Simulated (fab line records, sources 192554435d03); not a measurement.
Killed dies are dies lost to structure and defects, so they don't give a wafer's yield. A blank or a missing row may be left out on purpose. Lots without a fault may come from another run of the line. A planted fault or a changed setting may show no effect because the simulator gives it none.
fab line records | flow n5_finfet
record lots=24 wafers=72 last_day=18
route steps=1938 shown BEOL_M2@854
lots that met no fault: from a run of the same line without faults
start_h: hours from the record's first day to the start of the lot's first wafer shown | wait_h: hours since the lot's step before | " the same as in the row above | L1.1+2: a row that stands for several wafers | - no value, or no start given | * or withheld: withheld | < > ~ a bound
route shown NAME@n: a module of which the file shows steps, and the number in the route of the first | usual: mean/standard deviation of fault-free wafers | same: alike in all rows | chamber/n: place in a boat | sites: the reading at each site | _std_site: their standard deviation | _edge_site: outer sites' mean less inner sites' | radius_mm: how far each site lies from the wafer's centre | mask NAME#n: copy n | behind: the tool/chamber that last shaped the wafer | hold: why the lot was held/for how many hours/how that ended | device: the transistor (n, p or np) that didn't switch | end of line: the same wafers' tests at the end of the route | a step without rows: its recipe alone | killed: dies lost to structure and defects at the first sort, not the wafer's yield | map: a wafer's dies, x killed, . not, _ none there
set.NAME: the setting as run; set.NAME@STEP: as run at that earlier step | model.NAME: the simulator's own value behind a step, which no gauge read
steps of the route over a sample of lots; a table a step, a row a wafer
services: from which hour (start_h, from the record's first day; less than 0 if before it) a tool's chamber was out of use, for how many hours, and why
## steps
# step N5_BEOL_M2_CD_MEAS_11
# recipe target_cd_nm=16.79 landing_energy_ev=500 detector=se_inlens polarity=opening
# usual cd_nm=16.89/0.27
# columns lot.wafer tool chamber start_h wait_h cd_nm
L074.1 cd_sem-03 0 130.24 - 16.85
L074.3 " 0 " " 17.35
L074.6 " 0 " " 17.04
L075.1 cd_sem-02 0 146.13 - 16.63
L075.3 " 0 " " 17.44
L075.4 " 0 " " 16.98
L076.1 cd_sem-03 0 162.23 - 16.40
L076.3 " 0 " " 16.86
L076.6 " 0 " " 16.31
L077.1 cd_sem-01 0 162.95 - 16.83
L077.3 " 0 " " 16.91
L077.6 " 0 " " 17.00
L078.2 cd_sem-01 0 165.81 - 17.13
L078.4 " 0 " " 16.94
L078.5 " 0 " " 17.46
L079.1 cd_sem-03 0 166.92 - 17.05
L079.3 " 0 " " 17.05
L079.4 " 0 " " 17.15
L080.2 cd_sem-02 0 178.03 - 16.77
L080.4 " 0 " " 16.63
L080.5 " 0 " " 16.79
L081.1 cd_sem-01 0 178.44 - 16.71
L081.4 " 0 " " 16.85
L081.5 " 0 " " 16.90
L082.1 cd_sem-01 0 192.63 - 16.55
L082.3 " 0 " " 16.89
L082.5 " 0 " " 17.03
L083.1 cd_sem-02 0 194.96 - 16.84
L083.5 " 0 " " 17.04
L083.6 " 0 " " 17.13
L084.2 cd_sem-01 0 195.01 - 16.42
L084.3 " 0 " " 16.29
L084.5 " 0 " " 16.52
L085.3 cd_sem-01 0 198.66 - 17.00
L085.5 " 0 " " 17.26
L085.6 " 0 " " 16.90
L086.1 cd_sem-03 0 220.99 - 16.80
L086.3 " 0 " " 16.81
L086.4 " 0 " " 17.52
L087.2 cd_sem-01 0 221.08 - 16.93
L087.3 " 0 " " 16.78
L087.5 " 0 " " 16.88
L089.1 cd_sem-01 0 223.53 - 16.80
L089.5 " 0 " " 16.86
L089.6 " 0 " " 17.21
L088.1 cd_sem-03 0 233.64 - 16.66
L088.4 " 0 " " 16.42
L088.5 " 0 " " 16.39
L091.3 cd_sem-03 0 238.14 - 17.03
L091.4 " 0 " " 17.24
L091.6 " 0 " " 16.69
L090.1 cd_sem-01 0 245.16 - 17.22
L090.3 " 0 " " 17.31
L090.5 " 0 " " 16.77
L092.3 cd_sem-02 0 246.16 - 16.85
L092.4 " 0 " " 16.62
L092.6 " 0 " " 16.71
L093.3 cd_sem-02 0 253.50 - 17.19
L093.4 " 0 " " 16.94
L093.6 " 0 " " 17.12
L094.1 cd_sem-01 0 259.84 - 17.09
L094.5 " 0 " " 17.37
L094.6 " 0 " " 16.81
L095.2 cd_sem-01 0 265.09 - 16.63
L095.4 " 0 " " 16.88
L095.6 " 0 " " 16.51
L096.1 cd_sem-01 0 271.93 - 16.63
L096.5 " 0 " " 16.45
L096.6 " 0 " " 17.08
L097.1 cd_sem-03 0 278.54 - 16.85
L097.2 " 0 " " 17.20
L097.3 " 0 " " 16.87
# step N5_BEOL_M2_ETCH_69
# recipe chemistry=CF4 target=SiARC target_depth_a=156 mask_material=CAR-EUV time_s=26 ion_energy_ev=80 pressure_mtorr=40 source_w=545 bias_w=36 Ar_flow_sccm=100 cf4_flow_sccm=100 ends=cleared
# usual drypump_motor_current_A=5.8/0.54 etch_rf_on_time_s=25.7/0.65 oes_product_au=0.68/0.079 rf_vpp_V=184.6/1.1 showerhead_plenum_p_Torr=2.19/0.067 throttle_valve_pct=15.54/0.18
# columns lot.wafer tool chamber start_h wait_h drypump_motor_current_A etch_rf_on_time_s oes_product_au rf_hours_counter_h rf_vpp_V showerhead_plenum_p_Torr throttle_valve_pct
L074.1 rie_diel-01 2 131.29 0.0 5.2 24.9 0.76 39 185.6 2.27 15.37
L074.3 " 3 " " 6.6 25.5 0.61 241 185.1 2.20 15.77
L074.6 " 1 " " 5.8 25.8 0.58 - 182.4 2.05 15.64
L075.1 rie_diel-06 2 147.19 0.0 6.3 26.7 0.59 232 183.8 2.11 15.72
L075.3 " 1 " " 6.6 26.0 0.63 192 185.3 2.20 15.60
L075.4 " 1 " " 6.6 26.0 0.63 - 184.6 2.20 15.60
L076.1 rie_diel-01 3 163.42 0.0 6.6 25.9 0.60 252 184.5 2.19 15.81
L076.3 " 2 " " 5.2 25.3 0.74 50 186.2 2.27 15.39
L076.6 " 1 " " 5.8 26.1 0.57 - 182.6 2.04 15.64
L077.1 rie_diel-06 2 164.14 0.0 6.3 26.3 0.59 240 185.4 2.11 15.73
L077.3 " 0 " " 5.7 26.4 0.59 214 185.5 2.22 15.68
L077.6 " 2 " " 6.3 26.3 0.59 - 185.0 2.11 15.73
L078.2 rie_diel-01 0 166.86 0.0 6.3 26.7 0.66 108 184.4 2.23 15.44
L078.4 " 3 " " 6.6 25.7 0.60 253 185.9 2.19 15.79
L078.5 " 0 " " 6.2 26.7 0.66 - 184.6 2.23 15.43
L079.1 rie_diel-03 2 168.09 0.0 5.0 24.9 0.72 68 185.0 2.18 15.79
L079.3 " 0 " " 5.2 26.3 0.76 25 184.4 2.17 15.27
L079.4 " 3 " " 6.0 25.3 0.71 97 182.7 2.07 15.60
L080.2 rie_diel-01 0 180.07 0.0 6.3 26.4 0.65 113 185.6 2.23 15.45
L080.4 " 0 " " 6.2 26.5 0.66 - 185.5 2.23 15.45
L080.5 " 2 " " 5.2 25.1 0.74 - 186.0 2.27 15.39
L081.1 rie_diel-01 2 180.24 0.0 5.2 24.7 0.74 55 185.2 2.27 15.39
L081.4 " 2 " " 5.2 24.5 0.75 - 187.6 2.27 15.39
L081.5 " 0 " " 6.3 26.0 0.66 - 185.0 2.23 15.44
L082.1 rie_diel-01 2 193.90 0.0 5.2 24.8 0.73 60 186.7 2.26 15.41
L082.3 " 0 " " 6.3 26.4 0.65 118 185.6 2.23 15.45
L082.5 " 1 " " 5.7 25.9 0.57 - 182.8 2.04 15.66
L083.1 rie_diel-03 3 196.56 0.0 6.0 25.6 0.68 105 184.0 2.07 15.60
L083.5 " 1 " " 5.5 25.3 0.63 - 186.2 2.21 15.68
L083.6 " 2 " " 5.0 25.9 0.69 - 184.7 2.18 15.82
L084.2 rie_diel-06 2 196.62 0.0 6.3 26.3 0.59 249 182.8 2.10 15.74
L084.3 " 0 " " 5.8 25.9 0.59 224 185.3 2.21 15.69
L084.5 " 1 " " 6.6 26.4 0.61 - 185.2 2.20 15.66
L085.3 rie_diel-06 2 199.88 0.0 6.3 26.3 0.59 250 182.4 2.10 15.73
L085.5 " 3 " " 5.3 26.9 0.79 - 186.0 2.27 15.40
L085.6 " 2 " " 6.3 26.3 0.58 - 183.0 2.10 15.76
L086.1 rie_diel-01 3 222.21 0.0 6.6 25.0 0.82 5 184.2 2.19 15.29
L086.3 " 2 " " 5.2 25.2 0.71 73 185.6 2.26 15.43
L086.4 " 0 " " 6.3 26.7 0.63 - 185.9 2.23 15.48
L087.2 rie_diel-03 1 222.27 0.0 5.5 25.0 0.62 197 184.1 2.20 15.70
L087.3 " 0 " " 5.2 26.3 0.74 45 184.7 2.16 15.28
L087.5 " 0 " " 5.2 26.4 0.74 - 184.4 2.16 15.32
L089.1 rie_diel-06 1 224.85 0.0 6.6 26.4 0.60 223 184.6 2.19 15.70
L089.5 " 0 " " 5.8 26.3 0.57 - 184.5 2.21 15.71
L089.6 " 1 " " 6.6 26.2 0.60 - 183.6 2.19 15.67
L088.1 rie_diel-03 2 236.10 0.0 5.0 25.3 0.68 92 182.8 2.17 15.85
L088.4 " 1 " " 5.5 24.7 0.62 202 184.9 2.20 15.71
L088.5 " 3 " " 6.0 25.2 0.68 - 183.5 2.06 15.64
L091.3 rie_diel-01 0 240.27 0.0 6.3 26.5 0.63 140 184.7 2.22 15.52
L091.4 " 2 " " 5.2 25.1 0.71 82 184.9 2.26 15.44
L091.6 " 0 " " 6.3 26.5 0.63 - 184.0 2.22 15.50
L090.1 rie_diel-01 2 248.66 0.0 5.2 25.1 0.70 85 185.7 2.26 15.45
L090.3 " 1 " " 5.8 25.4 0.83 8 184.6 2.29 15.20
L090.5 " 1 " " 5.7 25.3 0.84 - 185.0 2.29 15.20
L092.3 rie_diel-06 0 249.63 0.0 5.7 25.9 0.58 239 185.1 2.21 15.72
L092.4 " 1 " " 6.6 25.9 0.60 225 186.6 2.19 15.69
L092.6 " 0 " " 5.7 25.9 0.59 - 184.5 2.21 15.74
L093.3 rie_diel-03 0 255.06 0.0 5.2 26.3 0.72 59 183.6 2.16 15.32
L093.4 " 3 " " 5.9 25.1 0.68 130 182.8 2.06 15.66
L093.6 " 1 " " 5.5 25.0 0.61 - 185.5 2.20 15.73
L094.1 rie_diel-03 1 261.02 0.0 5.4 24.8 0.60 213 184.9 2.20 15.74
L094.5 " 0 " " 5.2 26.3 0.72 - 184.3 2.16 15.35
L094.6 " 1 " " 5.5 24.8 0.61 - 184.7 2.20 15.72
L095.2 rie_diel-06 3 266.38 0.0 5.4 26.4 0.77 25 184.3 2.27 15.42
L095.4 " 2 " " 6.3 25.3 0.81 - 181.5 2.10 15.23
L095.6 " 3 " " 5.4 26.7 0.76 - 186.6 2.27 15.42
L096.1 rie_diel-06 0 273.61 0.0 5.7 25.8 0.57 248 185.2 2.20 15.73
L096.5 " 3 " " 5.4 26.2 0.76 - 185.6 2.27 15.42
L096.6 " 2 " " 6.3 25.0 0.81 - 183.1 2.10 15.26
L097.1 rie_diel-01 0 280.63 0.0 6.3 26.6 0.62 158 185.2 2.22 15.54
L097.2 " 3 " " 6.6 25.0 0.76 29 184.3 2.18 15.35
L097.3 " 1 " " 5.7 25.3 0.80 22 183.8 2.29 15.22
# step N5_BEOL_M2_STRIP_97
# recipe chemistry=N2/H2 time_s=10 power_w=450 temp_c=40 pressure_mtorr=20 rf_frequency_hz=6e+07 bias_power_w=7 n2_flow_sccm=200 h2_flow_sccm=200
# usual drypump_motor_current_A=5.8/0.54 oes_product_au=0.78/0.09 rf_vpp_V=59.3/0.88 showerhead_plenum_p_Torr=2.58/0.089 throttle_valve_pct=23.5/0.34
# same time_s=10
# columns lot.wafer tool chamber start_h wait_h drypump_motor_current_A oes_product_au rf_hours_counter_h rf_vpp_V showerhead_plenum_p_Torr throttle_valve_pct
L074.1 rie_diel-01 2 - - 5.2 0.87 40 58.7 2.72 23.6
L074.3 " 1 " " 5.8 0.67 236 59.1 2.38 23.0
L074.6 " 1 " " 5.8 0.67 - 59.7 2.38 23.0
L075.1 rie_diel-03 3 - - 6.0 0.82 92 57.4 2.44 23.3
L075.3 " 2 " " 5.0 0.85 63 59.5 2.59 24.2
L075.4 " 1 " " 5.5 0.73 173 58.6 2.63 23.7
L076.1 rie_diel-06 0 - - 5.7 0.70 214 59.1 2.62 23.7
L076.3 " 1 " " 6.6 0.73 200 58.4 2.62 23.4
L076.6 " 0 " " 5.7 0.71 - 60.1 2.62 23.7
L077.1 rie_diel-06 1 - - 6.6 0.73 200 59.3 2.62 23.4
L077.3 " 0 " " 5.7 0.70 215 59.5 2.62 23.7
L077.6 " 0 " " 5.8 0.71 - 58.5 2.62 23.7
L078.2 rie_diel-06 2 - - 6.3 0.70 241 58.6 2.51 24.0
L078.4 " 2 " " 6.3 0.70 - 59.0 2.51 24.0
L078.5 " 1 " " 6.6 0.73 - 59.8 2.62 23.4
L079.1 rie_diel-01 3 - - 6.6 0.69 253 59.2 2.60 23.8
L079.3 " 1 " " 5.8 0.67 248 57.4 2.37 23.0
L079.4 " 0 " " 6.3 0.78 109 59.5 2.66 23.2
L080.2 rie_diel-06 0 - - 5.8 0.70 220 60.6 2.61 23.7
L080.4 " 1 " " 6.6 0.72 205 59.4 2.62 23.4
L080.5 " 2 " " 6.3 0.69 - 59.1 2.51 24.0
L081.1 rie_diel-03 1 - - 5.5 0.71 182 59.2 2.63 23.7
L081.4 " 2 " " 5.0 0.83 73 59.0 2.59 24.2
L081.5 " 1 " " 5.4 0.71 - 59.5 2.63 23.7
L082.1 rie_diel-06 0 - - 5.7 0.70 225 60.1 2.61 23.7
L082.3 " 1 " " 6.6 0.71 211 59.0 2.61 23.4
L082.5 " 1 " " 6.6 0.71 - 58.4 2.61 23.4
L083.1 rie_diel-01 0 - - 6.3 0.78 121 58.5 2.65 23.2
L083.5 " 1 " " 5.7 0.67 - 57.2 2.37 23.0
L083.6 " 2 " " 5.2 0.84 - 60.0 2.71 23.7
L084.2 rie_diel-06 1 - - 6.6 0.71 213 59.9 2.61 23.4
L084.3 " 3 " " 5.4 0.92 10 58.9 2.70 23.4
L084.5 " 1 " " 6.6 0.71 - 61.2 2.61 23.4
L085.3 rie_diel-01 1 - - 5.8 0.65 259 58.9 2.37 23.0
L085.5 " 1 " " 5.8 0.65 - 58.2 2.37 23.0
L085.6 " 0 " " 6.3 0.77 - 60.7 2.65 23.2
L086.1 rie_diel-01 3 - - 6.6 0.94 5 59.8 2.60 23.3
L086.3 " 2 " " 5.2 0.83 73 61.5 2.70 23.7
L086.4 " 0 " " 6.3 0.76 - 57.5 2.65 23.2
L087.2 rie_diel-03 0 - - 5.2 0.88 46 60.4 2.58 23.3
L087.3 " 2 " " 5.0 0.81 88 59.7 2.58 24.2
L087.5 " 3 " " 5.9 0.79 - 60.1 2.43 23.3
L089.1 rie_diel-06 1 - - 6.6 0.70 224 60.1 2.61 23.4
L089.5 " 3 " " 5.4 0.90 - 59.3 2.69 23.4
L089.6 " 2 " " 6.3 1.00 - 59.4 2.51 23.5
L088.1 rie_diel-01 0 - - 6.3 0.75 142 58.7 2.64 23.2
L088.4 " 3 " " 6.6 0.91 15 60.2 2.60 23.4
L088.5 " 3 " " 6.6 0.91 - 59.4 2.60 23.3
L091.3 rie_diel-03 0 - - 5.2 0.85 55 57.4 2.57 23.4
L091.4 " 1 " " 5.5 0.70 207 59.5 2.62 23.7
L091.6 " 2 " " 5.0 0.79 - 58.2 2.58 24.2
L090.1 rie_diel-01 0 - - 6.4 0.75 144 58.4 2.64 23.3
L090.3 " 1 " " 5.8 0.97 8 60.3 2.69 22.7
L090.5 " 3 " " 6.6 0.90 - 59.9 2.60 23.4
L092.3 rie_diel-06 1 - - 6.6 0.70 226 60.0 2.61 23.4
L092.4 " 0 " " 5.8 0.69 - 58.4 2.61 23.8
L092.6 " 2 " " 6.3 0.99 - 58.0 2.50 23.5
L093.3 rie_diel-03 3 - - 6.0 0.77 131 58.5 2.42 23.3
L093.4 " 0 " " 5.2 0.85 60 60.3 2.57 23.4
L093.6 " 3 " " 5.9 0.77 - 60.5 2.42 23.3
L094.1 rie_diel-03 0 - - 5.2 0.84 64 58.0 2.57 23.4
L094.5 " 1 " " 5.5 0.69 - 61.0 2.61 23.8
L094.6 " 0 " " 5.2 0.85 - 59.3 2.57 23.4
L095.2 rie_diel-01 3 - - 6.6 0.89 26 57.9 2.59 23.4
L095.4 " 2 " " 5.2 0.81 95 58.4 2.69 23.7
L095.6 " 0 " " 6.3 0.75 - 59.3 2.64 23.3
L096.1 rie_diel-03 0 - - 5.2 0.84 68 59.4 2.57 23.4
L096.5 " 2 " " 5.0 0.78 - 59.5 2.57 24.3
L096.6 " 1 " " 5.4 0.69 - 58.4 2.61 23.8
L097.1 rie_diel-03 1 - - 5.5 0.69 222 58.2 2.61 23.8
L097.2 " 2 " " 5.0 0.79 113 58.3 2.57 24.3
L097.3 " 3 " " 5.9 0.77 139 61.0 2.42 23.3
# step N5_BEOL_M2_DEGAS_44
# recipe ambient=vacuum temp_c=250 time_s=60
# usual heater_power_w=333/46
# same time_s=60
# columns lot.wafer tool chamber start_h wait_h heater_power_w
L074.1 pvd_sputter-01 - 133.61 0.4 295
L074.3 " - " " 381
L074.6 " - " " 368
L075.1 pvd_sputter-03 - 151.77 0.0 345
L075.3 " - " " 391
L075.4 " - " " 273
L076.1 pvd_sputter-01 - 164.31 0.1 383
L076.3 " - " " 300
L076.6 " - " " 305
L077.1 pvd_sputter-01 - 164.95 0.1 302
L077.3 " - " " 327
L077.6 " - " " 298
L078.2 pvd_sputter-01 - 167.79 0.0 300
L078.4 " - " " 366
L078.5 " - " " 301
L079.1 pvd_sputter-03 - 170.03 0.5 307
L079.3 " - " " 283
L079.4 " - " " 380
L080.2 pvd_sputter-03 - 181.32 0.3 384
L080.4 " - " " 279
L080.5 " - " " 355
L081.1 pvd_sputter-02 - 185.27 0.6 305
L081.4 " - " " 290
L081.5 " - " " 439
L082.1 pvd_sputter-03 - 198.91 0.0 340
L082.3 " - " " 302
L082.5 " - " " 354
L083.1 pvd_sputter-02 - 199.08 0.0 432
L083.5 " - " " 315
L083.6 " - " " 298
L084.2 pvd_sputter-01 - 202.22 0.3 320
L084.3 " - " " 305
L084.5 " - " " 309
L085.3 pvd_sputter-01 - 208.28 0.5 305
L085.5 " - " " 320
L085.6 " - " " 297
L086.1 pvd_sputter-03 - 223.52 0.5 305
L086.3 " - " " 394
L086.4 " - " " 348
L087.2 pvd_sputter-02 - 223.88 0.1 316
L087.3 " - " " 291
L087.5 " - " " 291
L089.1 pvd_sputter-02 - 233.05 0.2 304
L089.5 " - " " 430
L089.6 " - " " 291
L088.1 pvd_sputter-02 - 246.61 0.1 293
L088.4 " - " " 312
L088.5 " - " " 310
L091.3 pvd_sputter-02 - 246.73 0.0 430
L091.4 " - " " 291
L091.6 " - " " 433
L090.1 pvd_sputter-03 - 250.29 0.6 284
L090.3 " - " " 393
L090.5 " - " " 393
L092.3 pvd_sputter-02 - 252.20 0.2 287
L092.4 " - " " 320
L092.6 " - " " 411
L093.3 pvd_sputter-02 - 258.55 0.8 307
L093.4 " - " " 424
L093.6 " - " " 315
L094.1 pvd_sputter-03 - 269.18 0.7 347
L094.5 " - " " 390
L094.6 " - " " 280
L095.2 pvd_sputter-03 - 274.34 0.5 296
L095.4 " - " " 362
L095.6 " - " " 381
L096.1 pvd_sputter-01 - 278.35 0.7 376
L096.5 " - " " 370
L096.6 " - " " 300
L097.1 pvd_sputter-02 - 282.95 0.3 312
L097.2 " - " " 305
L097.3 " - " " 292
# step N5_BEOL_M2_ANNEAL_82
# recipe temp_c=400 time_s=240 ambient=vacuum
# usual heater_power_w=825/110
# same time_s=240
# columns lot.wafer tool chamber start_h wait_h heater_power_w
L074.1 pvd_sputter-03 - 135.51 0.0 961
L074.3 " - " " 727
L074.6 " - " " 945
L075.1 pvd_sputter-02 - 153.22 0.0 719
L075.3 " - " " 1090
L075.4 " - " " 751
L076.1 pvd_sputter-03 - 165.42 0.0 764
L076.3 " - " " 956
L076.6 " - " " 866
L077.1 pvd_sputter-01 - 166.03 0.0 743
L077.3 " - " " 803
L077.6 " - " " 749
L078.2 pvd_sputter-02 - 169.65 0.0 791
L078.4 " - " " 736
L078.5 " - " " 735
L079.1 pvd_sputter-03 - 171.10 0.0 881
L079.3 " - " " 748
L079.4 " - " " 969
L080.2 pvd_sputter-02 - 182.71 0.0 715
L080.4 " - " " 1066
L080.5 " - " " 758
L081.1 pvd_sputter-02 - 186.61 0.0 776
L081.4 " - " " 781
L081.5 " - " " 1065
L082.1 pvd_sputter-02 - 200.30 0.0 720
L082.3 " - " " 757
L082.5 " - " " 763
L083.1 pvd_sputter-03 - 200.46 0.0 721
L083.5 " - " " 730
L083.6 " - " " 879
L084.2 pvd_sputter-02 - 203.48 0.0 746
L084.3 " - " " 1068
L084.5 " - " " 708
L085.3 pvd_sputter-03 - 209.48 0.0 691
L085.5 " - " " 709
L085.6 " - " " 961
L086.1 pvd_sputter-02 - 224.61 0.0 774
L086.3 " - " " 788
L086.4 " - " " 1077
L087.2 pvd_sputter-02 - 226.49 0.0 745
L087.3 " - " " 811
L087.5 " - " " 1042
L089.1 pvd_sputter-01 - 236.34 0.0 812
L089.5 " - " " 794
L089.6 " - " " 784
L088.1 pvd_sputter-02 - 247.70 0.0 771
L088.4 " - " " 1056
L088.5 " - " " 708
L091.3 pvd_sputter-01 - 247.87 0.0 931
L091.4 " - " " 795
L091.6 " - " " 787
L090.1 pvd_sputter-03 - 251.63 0.0 766
L090.3 " - " " 951
L090.5 " - " " 875
L092.3 pvd_sputter-03 - 253.47 0.0 942
L092.4 " - " " 697
L092.6 " - " " 753
L093.3 pvd_sputter-03 - 259.97 0.0 864
L093.4 " - " " 936
L093.6 " - " " 685
L094.1 pvd_sputter-01 - 272.03 0.0 913
L094.5 " - " " 784
L094.6 " - " " 788
L095.2 pvd_sputter-01 - 275.73 0.0 792
L095.4 " - " " 924
L095.6 " - " " 752
L096.1 pvd_sputter-01 - 279.73 0.0 789
L096.5 " - " " 912
L096.6 " - " " 808
L097.1 pvd_sputter-03 - 284.10 0.0 738
L097.2 " - " " 950
L097.3 " - " " 868
# step N5_BEOL_M2_RS_MEAS_58
# recipe thk_meas_gauge=four-point-probe reads=Co_of_BEOL_M2_CO_CAP_55+Cu_of_BEOL_M2_ECD_50+Co_of_BEOL_M2_CVD_47+TaN_of_BEOL_M2_ALD_84
# usual M2_RS=0.65/0.033
# columns lot.wafer tool chamber start_h wait_h M2_RS[ohm/sq]
L074.1 film_metro-02 - 141.58 0.0 0.62
L074.3 " - " " 0.67
L074.6 " - " " 0.65
L075.1 film_metro-02 - 155.96 0.0 0.66
L075.3 " - " " 0.69
L075.4 " - " " 0.67
L076.1 film_metro-01 - 176.36 0.0 0.61
L076.3 " - " " 0.59
L076.6 " - " " 0.62
L077.1 film_metro-02 - 177.02 0.0 0.63
L077.3 " - " " 0.65
L077.6 " - " " 0.67
L078.2 film_metro-01 - 178.23 0.1 0.75
L078.4 " - " " 0.70
L078.5 " - " " 0.70
L079.1 film_metro-02 - 179.69 0.0 0.64
L079.3 " - " " 0.68
L079.4 " - " " 0.70
L080.2 film_metro-01 - 188.26 0.1 0.64
L080.4 " - " " 0.64
L080.5 " - " " 0.66
L081.1 film_metro-02 - 189.86 0.0 0.65
L081.4 " - " " 0.62
L081.5 " - " " 0.64
L082.1 film_metro-01 - 202.61 0.0 0.72
L082.3 " - " " 0.67
L082.5 " - " " 0.67
L083.1 film_metro-02 - 202.85 0.0 0.72
L083.5 " - " " 0.70
L083.6 " - " " 0.64
L084.2 film_metro-02 - 205.78 0.1 0.66
L084.3 " - " " 0.68
L084.5 " - " " 0.62
L085.3 film_metro-01 - 211.77 0.1 0.70
L085.5 " - " " 0.66
L085.6 " - " " 0.66
L086.1 film_metro-02 - 226.90 0.0 0.61
L086.3 " - " " 0.61
L086.4 " - " " 0.66
L087.2 film_metro-02 - 228.78 0.1 0.67
L087.3 " - " " 0.64
L087.5 " - " " 0.64
L089.1 film_metro-01 - 238.85 0.1 0.65
L089.5 " - " " 0.66
L089.6 " - " " 0.60
L088.1 film_metro-01 - 250.02 0.0 0.72
L088.4 " - " " 0.70
L088.5 " - " " 0.65
L091.3 film_metro-02 - 250.26 0.1 0.68
L091.4 " - " " 0.64
L091.6 " - " " 0.67
L090.1 film_metro-01 - 254.08 0.0 0.65
L090.3 " - " " 0.66
L090.5 " - " " 0.65
L092.3 film_metro-02 - 256.32 0.1 0.66
L092.4 " - " " 0.70
L092.6 " - " " 0.67
L093.3 film_metro-01 - 262.26 0.1 0.61
L093.4 " - " " 0.64
L093.6 " - " " 0.62
L094.1 film_metro-02 - 274.32 0.0 0.67
L094.5 " - " " 0.65
L094.6 " - " " 0.68
L095.2 film_metro-02 - 278.03 0.1 0.66
L095.4 " - " " 0.60
L095.6 " - " " 0.66
L096.1 film_metro-02 - 282.08 0.0 0.69
L096.5 " - " " 0.64
L096.6 " - " " 0.66
L097.1 film_metro-01 - 286.39 0.0 0.68
L097.2 " - " " 0.65
L097.3 " - " " 0.61
## services
# columns tool chamber start_h hours kind
rie_diel-06 3 136.50 - clean
rie_diel-06 3 136.50 - consumable_replace:focus_ring
rie_diel-06 3 136.50 - consumable_replace:showerhead
pvd_sputter-03 - 144.93 4.2 repair
rie_diel-06 2 169.03 5.1 repair
rie_diel-01 3 172.08 16.0 repair
rie_diel-01 1 175.77 9.0 repair
pvd_sputter-03 - 178.36 1.0 repair
rie_diel-06 - 183.10 0.2 repair
rie_diel-03 3 184.82 4.3 repair
rie_diel-01 3 188.14 - clean
rie_diel-01 3 188.14 - consumable_replace:focus_ring
rie_diel-01 3 188.14 25.6 scheduled_down
rie_diel-01 3 188.14 25.6 vent_cycle
rie_diel-01 1 213.94 - clean
rie_diel-01 1 213.94 - consumable_replace:focus_ring
rie_diel-01 1 213.94 - consumable_replace:showerhead
rie_diel-01 1 213.94 18.5 scheduled_down
rie_diel-01 1 213.94 18.5 vent_cycle
rie_diel-06 - 233.19 15.6 pm
rie_diel-06 3 251.02 9.4 repair
rie_diel-03 3 259.60 4.2 repair
rie_diel-06 0 263.94 4.2 repair
rie_diel-06 - 277.23 4.3 pm
## key
fault none
